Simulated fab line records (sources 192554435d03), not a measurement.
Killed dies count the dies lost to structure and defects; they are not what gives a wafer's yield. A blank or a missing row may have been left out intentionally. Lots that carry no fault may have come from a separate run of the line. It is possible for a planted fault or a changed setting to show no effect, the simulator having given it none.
Which of the tools did it? / flow n5-finfet / 22 wafers from 8 lots sampled at 5 of the route's 1938 steps

## WHAT EACH GAUGE READ, for each wafer
N5_BEOL_M4_RC_MEAS_101. Usual: DIBL_N 36.2 mV/V, standard deviation 1.6; DIBL_P 36.5 mV/V, standard deviation 1.9; IOFF_N 0.158 nA/um, standard deviation 0.027; IOFF_P 0.21 nA/um, standard deviation 0.038; ION_N 675 uA/um, standard deviation 12; ION_P 464 uA/um, standard deviation 8.9; SS_N 71.5 mV/dec, standard deviation 0.61; SS_P 73.4 mV/dec, standard deviation 0.59; VT_N 250.4 mV, standard deviation 3; VT_P -250 mV, standard deviation 3.6.
lot=L130; measured=day 8 02:20; on=prober-01; DIBL_N (mV/V)=35.1 34.4 34.1; DIBL_P (mV/V)=35.1 34.7 33.3; IOFF_N (nA/um)=0.140 0.130 0.114; IOFF_P (nA/um)=0.18 0.18 0.16; ION_N (uA/um)=670 663 656; ION_P (uA/um)=458 461 449; SS_N (mV/dec)=71.4 70.9 71.2; SS_P (mV/dec)=73.4 73.1 72.0; VT_N (mV)=250.7 255.0 254.7; VT_P (mV)=-254 -254 -255; flag=
lot=L131; measured=day 8 17:38; on=prober-01; DIBL_N (mV/V)=36.9 38.4 36.7; DIBL_P (mV/V)=36.6 37.3 35.5; IOFF_N (nA/um)=0.154 0.171 0.148; IOFF_P (nA/um)=0.22 0.22 0.20; ION_N (uA/um)=666 669 670; ION_P (uA/um)=461 461 458; SS_N (mV/dec)=72.4 71.9 71.7; SS_P (mV/dec)=73.5 74.1 72.9; VT_N (mV)=254.4 251.4 253.9; VT_P (mV)=-251 -252 -252; flag=
lot=L134; measured=day 9 10:29; on=prober-01; DIBL_N (mV/V)=37.8 38.4 39.3; DIBL_P (mV/V)=37.8 38.4 39.3; IOFF_N (nA/um)=0.168 0.180 0.192; IOFF_P (nA/um)=0.21 0.22 0.24; ION_N (uA/um)=684 689 680; ION_P (uA/um)=461 461 463; SS_N (mV/dec)=72.0 71.5 71.3; SS_P (mV/dec)=73.6 74.4 74.3; VT_N (mV)=253.7 249.0 251.1; VT_P (mV)=-250 -250 -253; flag=
lot=L141; measured=day 11 09:55; on=prober-02; DIBL_N (mV/V)=36.5 35.6 36.6; DIBL_P (mV/V)=35.8 35.8 36.3; IOFF_N (nA/um)=0.149 0.133 0.158; IOFF_P (nA/um)=0.23 0.24 0.24; ION_N (uA/um)=669 668 687; ION_P (uA/um)=466 473 477; SS_N (mV/dec)=72.0 71.4 71.9; SS_P (mV/dec)=73.0 73.2 73.9; VT_N (mV)=250.0 252.2 248.9; VT_P (mV)=-248 -245 -247; flag=
lot=L140; measured=day 11 11:46; on=prober-02; DIBL_N (mV/V)=34.4 37.1 36.1; DIBL_P (mV/V)=33.6 37.9 35.3; IOFF_N (nA/um)=0.128 0.175 0.154; IOFF_P (nA/um)=0.15 0.22 0.17; ION_N (uA/um)=658 672 674; ION_P (uA/um)=446 456 456; SS_N (mV/dec)=70.3 71.5 71.2; SS_P (mV/dec)=72.3 74.1 72.9; VT_N (mV)=251.3 248.8 248.4; VT_P (mV)=-258 -250 -251; flag=
lot=L142; measured=day 11 15:15; on=prober-01; DIBL_N (mV/V)=36.2 39.3 38.4; DIBL_P (mV/V)=37.1 40.7 39.7; IOFF_N (nA/um)=0.157 0.232 0.198; IOFF_P (nA/um)=0.25 0.31 0.31; ION_N (uA/um)=685 699 686; ION_P (uA/um)=473 480 474; SS_N (mV/dec)=70.6 72.4 71.0; SS_P (mV/dec)=73.1 74.5 74.5; VT_N (mV)=247.2 243.7 244.2; VT_P (mV)=-246 -241 -240; flag=
lot=L146; measured=day 12 17:14; on=prober-01; DIBL_N (mV/V)=35.9 37.0; DIBL_P (mV/V)=35.2 37.2; IOFF_N (nA/um)=0.144 0.162; IOFF_P (nA/um)=0.20 0.23; ION_N (uA/um)=699 691; ION_P (uA/um)=475 467; SS_N (mV/dec)=71.7 71.6; SS_P (mV/dec)=73.5 74.1; VT_N (mV)=248.9 248.4; VT_P (mV)=-250 -251; flag=
lot=L148; measured=day 13 19:52; on=prober-02; DIBL_N (mV/V)=38.4 37.1; DIBL_P (mV/V)=36.8 35.7; IOFF_N (nA/um)=0.179 0.161; IOFF_P (nA/um)=0.26 0.22; ION_N (uA/um)=673 658; ION_P (uA/um)=468 457; SS_N (mV/dec)=72.1 72.8; SS_P (mV/dec)=73.3 73.2; VT_N (mV)=249.6 253.0; VT_P (mV)=-247 -247; flag=

## WHICH TOOL RAN EACH LOT (tool, then ch and the chambers of the sampled wafers, then the start)
lot=L130; N5_BEOL_M4_ETCH_64=rie-diel-05 ch 0,2,3, day 7 20:28; N5_BEOL_M4_ETCH_69=rie-diel-04 ch 1,2,3, day 7 21:20; N5_BEOL_M4_VIA_ETCH_34=rie-diel-05 ch 0,1,3, day 7 21:55; N5_BEOL_M4_TRENCH_ETCH_37=rie-diel-05 ch 0,1,3, day 8 02:20 or earlier
lot=L131; N5_BEOL_M4_ETCH_64=rie-diel-02 ch 0,1, day 8 05:59; N5_BEOL_M4_ETCH_69=rie-diel-05 ch 0,3, day 8 07:06; N5_BEOL_M4_VIA_ETCH_34=rie-diel-05 ch 0,1,3, day 8 12:58; N5_BEOL_M4_TRENCH_ETCH_37=rie-diel-05 ch 0,1,3, day 8 17:38 or earlier
lot=L134; N5_BEOL_M4_ETCH_64=rie-diel-02 ch 0,1,2, day 8 21:48; N5_BEOL_M4_ETCH_69=rie-diel-05 ch 0,2,3, day 8 22:39; N5_BEOL_M4_VIA_ETCH_34=rie-diel-05 ch 1,2, day 9 03:34; N5_BEOL_M4_TRENCH_ETCH_37=rie-diel-05 ch 1,2, day 9 10:29 or earlier
lot=L141; N5_BEOL_M4_ETCH_64=rie-diel-04 ch 0,1,2, day 11 01:37; N5_BEOL_M4_ETCH_69=rie-diel-04 ch 1,2, day 11 02:48; N5_BEOL_M4_VIA_ETCH_34=rie-diel-02 ch 0,3, day 11 05:25; N5_BEOL_M4_TRENCH_ETCH_37=rie-diel-02 ch 0,3, day 11 09:55 or earlier
lot=L140; N5_BEOL_M4_ETCH_64=rie-diel-04 ch 1,2,3, day 11 03:02; N5_BEOL_M4_ETCH_69=rie-diel-04 ch 0,1,3, day 11 03:54; N5_BEOL_M4_VIA_ETCH_34=rie-diel-02 ch 0,1,2, day 11 06:06; N5_BEOL_M4_TRENCH_ETCH_37=rie-diel-02 ch 0,1,2, day 11 11:46 or earlier
lot=L142; N5_BEOL_M4_ETCH_64=rie-diel-04 ch 1,2,3, day 11 04:29; N5_BEOL_M4_ETCH_69=rie-diel-02 ch 1,2,3, day 11 05:50; N5_BEOL_M4_VIA_ETCH_34=rie-diel-04 ch 0,2, day 11 10:17; N5_BEOL_M4_TRENCH_ETCH_37=rie-diel-04 ch 0,2, day 11 15:15 or earlier
lot=L146; N5_BEOL_M4_ETCH_64=rie-diel-04 ch 0,1, day 12 07:27; N5_BEOL_M4_ETCH_69=rie-diel-04 ch 1,3, day 12 08:17; N5_BEOL_M4_VIA_ETCH_34=rie-diel-02 ch 0,3, day 12 11:18; N5_BEOL_M4_TRENCH_ETCH_37=rie-diel-02 ch 0,3, day 12 17:14 or earlier
lot=L148; N5_BEOL_M4_ETCH_64=rie-diel-02 ch 2,3, day 13 02:28; N5_BEOL_M4_ETCH_69=rie-diel-04 ch 1,3, day 13 03:26; N5_BEOL_M4_VIA_ETCH_34=rie-diel-05 ch 2, day 13 15:09; N5_BEOL_M4_TRENCH_ETCH_37=rie-diel-05 ch 2, day 13 19:52 or earlier
- N5_BEOL_M4_ETCH_64: etches SOC in N2/H2, target depth 75 nm, overetch 22.5 nm, time 121.9 s.
- N5_BEOL_M4_ETCH_69: etches SiARC in CF4, target depth 15.6 nm, time 26 s.
- N5_BEOL_M4_VIA_ETCH_34: etches the open film in C4F6/O2, target depth 69.4 nm, time 65.9 s.
- N5_BEOL_M4_TRENCH_ETCH_37: etches SiOC in C4F6/O2, target depth 55.555 nm, time 29.2 s.

## WHAT THE TOOLS THEMSELVES READ (means of the sampled wafers that have a number; where no wafer has one, the mark that the record gives instead)
N5_BEOL_M4_ETCH_64. Usual: for drypump-motor-current-A, 5.7 A with a standard deviation of 0.41; for n2-flow-sccm, 199.9 sccm with a standard deviation of 0.61; for oes-product-au, 0.63 a.u. with a standard deviation of 0.062; for rf-fwd-power-W, 837.1 W with a standard deviation of 2.7; for rf-vpp-V, 524.4 V with a standard deviation of 2.3; for showerhead-plenum-p-Torr, 2.55 Torr with a standard deviation of 0.083; for throttle-valve-pct, 17.65 % with a standard deviation of 0.22.
lot=L130; tool=rie-diel-05; drypump-motor-current-A (A)=5.8; n2-flow-sccm (sccm)=200.1; oes-product-au (a.u.)=0.63; rf-fwd-power-W (W)=836.7; rf-vpp-V (V)=525.3; showerhead-plenum-p-Torr (Torr)=2.62; throttle-valve-pct (%)=17.89; flag=
lot=L131; tool=rie-diel-02; drypump-motor-current-A (A)=5.4; n2-flow-sccm (sccm)=200.0; oes-product-au (a.u.)=0.63; rf-fwd-power-W (W)=836.9; rf-vpp-V (V)=523.4; showerhead-plenum-p-Torr (Torr)=2.53; throttle-valve-pct (%)=17.73; flag=
lot=L134; tool=rie-diel-02; drypump-motor-current-A (A)=5.8; n2-flow-sccm (sccm)=200.4; oes-product-au (a.u.)=0.61; rf-fwd-power-W (W)=836.9; rf-vpp-V (V)=524.3; showerhead-plenum-p-Torr (Torr)=2.55; throttle-valve-pct (%)=17.66; flag=
lot=L141; tool=rie-diel-04; drypump-motor-current-A (A)=5.5; n2-flow-sccm (sccm)=200.3; oes-product-au (a.u.)=0.69; rf-fwd-power-W (W)=838.6; rf-vpp-V (V)=522.7; showerhead-plenum-p-Torr (Torr)=2.52; throttle-valve-pct (%)=17.43; flag=
lot=L140; tool=rie-diel-04; drypump-motor-current-A (A)=5.9; n2-flow-sccm (sccm)=199.7; oes-product-au (a.u.)=0.64; rf-fwd-power-W (W)=836.3; rf-vpp-V (V)=524.8; showerhead-plenum-p-Torr (Torr)=2.56; throttle-valve-pct (%)=17.69; flag=
lot=L142; tool=rie-diel-04; drypump-motor-current-A (A)=5.9; n2-flow-sccm (sccm)=199.7; oes-product-au (a.u.)=0.64; rf-fwd-power-W (W)=839.0; rf-vpp-V (V)=524.3; showerhead-plenum-p-Torr (Torr)=2.56; throttle-valve-pct (%)=17.69; flag=
lot=L146; tool=rie-diel-04; drypump-motor-current-A (A)=5.3; n2-flow-sccm (sccm)=199.7; oes-product-au (a.u.)=0.66; rf-fwd-power-W (W)=837.0; rf-vpp-V (V)=524.0; showerhead-plenum-p-Torr (Torr)=2.53; throttle-valve-pct (%)=17.41; flag=
lot=L148; tool=rie-diel-02; drypump-motor-current-A (A)=6.0; n2-flow-sccm (sccm)=199.6; oes-product-au (a.u.)=0.61; rf-fwd-power-W (W)=838.2; rf-vpp-V (V)=526.3; showerhead-plenum-p-Torr (Torr)=2.62; throttle-valve-pct (%)=17.53; flag=

N5_BEOL_M4_ETCH_69. Usual: for drypump-motor-current-A, 5.7 A with a standard deviation of 0.46; for etch-rf-on-time-s, 25.8 s with a standard deviation of 0.42; for oes-product-au, 0.71 a.u. with a standard deviation of 0.077; for rf-fwd-power-W, 532.0 W with a standard deviation of 2.2; for rf-vpp-V, 184.2 V with a standard deviation of 1.1; for showerhead-plenum-p-Torr, 2.15 Torr with a standard deviation of 0.066; for throttle-valve-pct, 15.51 % with a standard deviation of 0.2.
lot=L130; tool=rie-diel-04; drypump-motor-current-A (A)=5.9; etch-rf-on-time-s (s)=25.4; oes-product-au (a.u.)=0.66; rf-fwd-power-W (W)=531.0; rf-vpp-V (V)=184.2; showerhead-plenum-p-Torr (Torr)=2.16; throttle-valve-pct (%)=15.60; flag=
lot=L131; tool=rie-diel-05; drypump-motor-current-A (A)=5.6; etch-rf-on-time-s (s)=25.5; oes-product-au (a.u.)=0.77; rf-fwd-power-W (W)=531.1; rf-vpp-V (V)=184.1; showerhead-plenum-p-Torr (Torr)=2.15; throttle-valve-pct (%)=15.40; flag=
lot=L134; tool=rie-diel-05; drypump-motor-current-A (A)=5.8; etch-rf-on-time-s (s)=26.0; oes-product-au (a.u.)=0.71; rf-fwd-power-W (W)=531.1; rf-vpp-V (V)=185.1; showerhead-plenum-p-Torr (Torr)=2.19; throttle-valve-pct (%)=15.63; flag=
lot=L141; tool=rie-diel-04; drypump-motor-current-A (A)=5.6; etch-rf-on-time-s (s)=25.0; oes-product-au (a.u.)=0.83; rf-fwd-power-W (W)=533.3; rf-vpp-V (V)=184.2; showerhead-plenum-p-Torr (Torr)=2.12; throttle-valve-pct (%)=15.37; flag=
lot=L140; tool=rie-diel-04; drypump-motor-current-A (A)=5.7; etch-rf-on-time-s (s)=25.8; oes-product-au (a.u.)=0.70; rf-fwd-power-W (W)=531.5; rf-vpp-V (V)=184.5; showerhead-plenum-p-Torr (Torr)=2.15; throttle-valve-pct (%)=15.39; flag=
lot=L142; tool=rie-diel-02; drypump-motor-current-A (A)=5.7; etch-rf-on-time-s (s)=26.1; oes-product-au (a.u.)=0.71; rf-fwd-power-W (W)=530.9; rf-vpp-V (V)=185.0; showerhead-plenum-p-Torr (Torr)=2.19; throttle-valve-pct (%)=15.37; flag=
lot=L146; tool=rie-diel-04; drypump-motor-current-A (A)=6.0; etch-rf-on-time-s (s)=22.1; oes-product-au (a.u.)=0.72; rf-fwd-power-W (W)=532.4; rf-vpp-V (V)=184.0; showerhead-plenum-p-Torr (Torr)=2.17; throttle-valve-pct (%)=15.59; flag=OFF
lot=L148; tool=rie-diel-04; drypump-motor-current-A (A)=6.0; etch-rf-on-time-s (s)=22.1; oes-product-au (a.u.)=0.74; rf-fwd-power-W (W)=530.8; rf-vpp-V (V)=183.6; showerhead-plenum-p-Torr (Torr)=2.17; throttle-valve-pct (%)=15.59; flag=OFF

N5_BEOL_M4_VIA_ETCH_34. Usual: C4F6_flow_sccm 9.999 sccm, standard deviation 0.029; drypump-motor-current-A 5.7 A, standard deviation 0.44; oes_ar_750_au 0.81 a.u., standard deviation 0.08; oes-product-au 0.82 a.u., standard deviation 0.087; rf-fwd-power-W 347.1 W, standard deviation 1.2; rf-vpp-V 670 V, standard deviation 13; showerhead-plenum-p-Torr 2.84 Torr, standard deviation 0.087; throttle-valve-pct 30.58 %, standard deviation 0.2.
lot=L130; tool=rie-diel-05; C4F6_flow_sccm (sccm)=9.975; drypump-motor-current-A (A)=5.5; oes_ar_750_au (a.u.)=0.89; oes-product-au (a.u.)=0.89; rf-fwd-power-W (W)=347.2; rf-vpp-V (V)=665; showerhead-plenum-p-Torr (Torr)=2.85; throttle-valve-pct (%)=30.70; flag=
lot=L131; tool=rie-diel-05; C4F6_flow_sccm (sccm)=9.996; drypump-motor-current-A (A)=5.5; oes_ar_750_au (a.u.)=0.88; oes-product-au (a.u.)=0.87; rf-fwd-power-W (W)=347.7; rf-vpp-V (V)=664; showerhead-plenum-p-Torr (Torr)=2.85; throttle-valve-pct (%)=30.71; flag=
lot=L134; tool=rie-diel-05; C4F6_flow_sccm (sccm)=9.949; drypump-motor-current-A (A)=5.9; oes_ar_750_au (a.u.)=0.80; oes-product-au (a.u.)=0.80; rf-fwd-power-W (W)=348.7; rf-vpp-V (V)=661; showerhead-plenum-p-Torr (Torr)=2.82; throttle-valve-pct (%)=30.85; flag=
lot=L141; tool=rie-diel-02; C4F6_flow_sccm (sccm)=10.001; drypump-motor-current-A (A)=5.8; oes_ar_750_au (a.u.)=0.76; oes-product-au (a.u.)=0.75; rf-fwd-power-W (W)=346.5; rf-vpp-V (V)=687; showerhead-plenum-p-Torr (Torr)=2.76; throttle-valve-pct (%)=30.56; flag=
lot=L140; tool=rie-diel-02; C4F6_flow_sccm (sccm)=10.016; drypump-motor-current-A (A)=5.7; oes_ar_750_au (a.u.)=0.78; oes-product-au (a.u.)=0.77; rf-fwd-power-W (W)=346.8; rf-vpp-V (V)=666; showerhead-plenum-p-Torr (Torr)=2.84; throttle-valve-pct (%)=30.47; flag=
lot=L142; tool=rie-diel-04; C4F6_flow_sccm (sccm)=9.964; drypump-motor-current-A (A)=5.6; oes_ar_750_au (a.u.)=0.95; oes-product-au (a.u.)=0.97; rf-fwd-power-W (W)=346.9; rf-vpp-V (V)=675; showerhead-plenum-p-Torr (Torr)=2.79; throttle-valve-pct (%)=30.49; flag=
lot=L146; tool=rie-diel-02; C4F6_flow_sccm (sccm)=9.993; drypump-motor-current-A (A)=5.8; oes_ar_750_au (a.u.)=0.77; oes-product-au (a.u.)=0.77; rf-fwd-power-W (W)=345.9; rf-vpp-V (V)=687; showerhead-plenum-p-Torr (Torr)=2.79; throttle-valve-pct (%)=30.54; flag=
lot=L148; tool=rie-diel-05; C4F6_flow_sccm (sccm)=10.027; drypump-motor-current-A (A)=6.5; oes_ar_750_au (a.u.)=0.91; oes-product-au (a.u.)=0.93; rf-fwd-power-W (W)=347.5; rf-vpp-V (V)=654; showerhead-plenum-p-Torr (Torr)=2.91; throttle-valve-pct (%)=30.84; flag=

N5_BEOL_M4_TRENCH_ETCH_37. Usual: C4F6_flow_sccm 10.004 sccm, standard deviation 0.029; drypump-motor-current-A 5.7 A, standard deviation 0.43; oes_ar_750_au 0.81 a.u., standard deviation 0.081; oes-product-au 0.82 a.u., standard deviation 0.087; rf-fwd-power-W 350.3 W, standard deviation 1.5; rf-vpp-V 670 V, standard deviation 13; showerhead-plenum-p-Torr 2.85 Torr, standard deviation 0.087; throttle-valve-pct 20.71 %, standard deviation 0.2.
lot=L130; tool=rie-diel-05; C4F6_flow_sccm (sccm)=10.014; drypump-motor-current-A (A)=5.6; oes_ar_750_au (a.u.)=0.89; oes-product-au (a.u.)=0.89; rf-fwd-power-W (W)=351.0; rf-vpp-V (V)=664; showerhead-plenum-p-Torr (Torr)=2.86; throttle-valve-pct (%)=20.75; flag=
lot=L131; tool=rie-diel-05; C4F6_flow_sccm (sccm)=10.012; drypump-motor-current-A (A)=5.5; oes_ar_750_au (a.u.)=0.88; oes-product-au (a.u.)=0.89; rf-fwd-power-W (W)=350.4; rf-vpp-V (V)=664; showerhead-plenum-p-Torr (Torr)=2.86; throttle-valve-pct (%)=20.74; flag=
lot=L134; tool=rie-diel-05; C4F6_flow_sccm (sccm)=10.002; drypump-motor-current-A (A)=6.0; oes_ar_750_au (a.u.)=0.79; oes-product-au (a.u.)=0.79; rf-fwd-power-W (W)=352.3; rf-vpp-V (V)=661; showerhead-plenum-p-Torr (Torr)=2.82; throttle-valve-pct (%)=20.96; flag=
lot=L141; tool=rie-diel-02; C4F6_flow_sccm (sccm)=10.030; drypump-motor-current-A (A)=5.8; oes_ar_750_au (a.u.)=0.76; oes-product-au (a.u.)=0.75; rf-fwd-power-W (W)=348.8; rf-vpp-V (V)=687; showerhead-plenum-p-Torr (Torr)=2.77; throttle-valve-pct (%)=20.72; flag=
lot=L140; tool=rie-diel-02; C4F6_flow_sccm (sccm)=9.999; drypump-motor-current-A (A)=5.7; oes_ar_750_au (a.u.)=0.77; oes-product-au (a.u.)=0.77; rf-fwd-power-W (W)=349.2; rf-vpp-V (V)=665; showerhead-plenum-p-Torr (Torr)=2.85; throttle-valve-pct (%)=20.69; flag=
lot=L142; tool=rie-diel-04; C4F6_flow_sccm (sccm)=9.991; drypump-motor-current-A (A)=5.6; oes_ar_750_au (a.u.)=0.96; oes-product-au (a.u.)=0.96; rf-fwd-power-W (W)=350.6; rf-vpp-V (V)=675; showerhead-plenum-p-Torr (Torr)=2.79; throttle-valve-pct (%)=20.51; flag=
lot=L146; tool=rie-diel-02; C4F6_flow_sccm (sccm)=10.005; drypump-motor-current-A (A)=5.8; oes_ar_750_au (a.u.)=0.77; oes-product-au (a.u.)=0.76; rf-fwd-power-W (W)=350.0; rf-vpp-V (V)=689; showerhead-plenum-p-Torr (Torr)=2.79; throttle-valve-pct (%)=20.69; flag=
lot=L148; tool=rie-diel-05; C4F6_flow_sccm (sccm)=9.976; drypump-motor-current-A (A)=6.5; oes_ar_750_au (a.u.)=0.92; oes-product-au (a.u.)=0.92; rf-fwd-power-W (W)=350.9; rf-vpp-V (V)=655; showerhead-plenum-p-Torr (Torr)=2.92; throttle-valve-pct (%)=20.93; flag=

## THE ANSWER, worked out from the rows above alone
Rule: take the mean of a lot's wafers that have a number; if it is more than 3 standard deviations from the usual mean, the lot is off. A lot without any number at a reading at which 4 lots or more have one is off too. Any other lot the step has rows for is counted as sound. After the gauges, taken in route order, come the tools' own readings; for these a lot's mean is taken, as printed above. The first step at which some lot is off is used, and at that step the reading that is off furthest; a lot without a number counts as furthest.
Off at N5_BEOL_M4_ETCH_69 (etch-rf-on-time-s): L146, L148.
If a tool, at that step or one of the process steps before it, ran each lot that is off and ran no sound lot following the first of them, it fits. One fits: rie-diel-04 at N5_BEOL_M4_ETCH_69. A fault onset in the window from L140 (day 11 03:54, its last sound lot) to L146 (day 12 08:17, its first lot off) fits.
On the lots that are off, the tool's own readings at N5_BEOL_M4_ETCH_69 differ by more than 5 times the standard deviation of the sound lots' means, which bears it out; etch-rf-on-time-s reads 22.1 s there versus 25.6 s on the sound lots.

## WHAT THE SIMULATOR PUT IN
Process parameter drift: rie-diel-04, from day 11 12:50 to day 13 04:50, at N5_BEOL_M4_ETCH_69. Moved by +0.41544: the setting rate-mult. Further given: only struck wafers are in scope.
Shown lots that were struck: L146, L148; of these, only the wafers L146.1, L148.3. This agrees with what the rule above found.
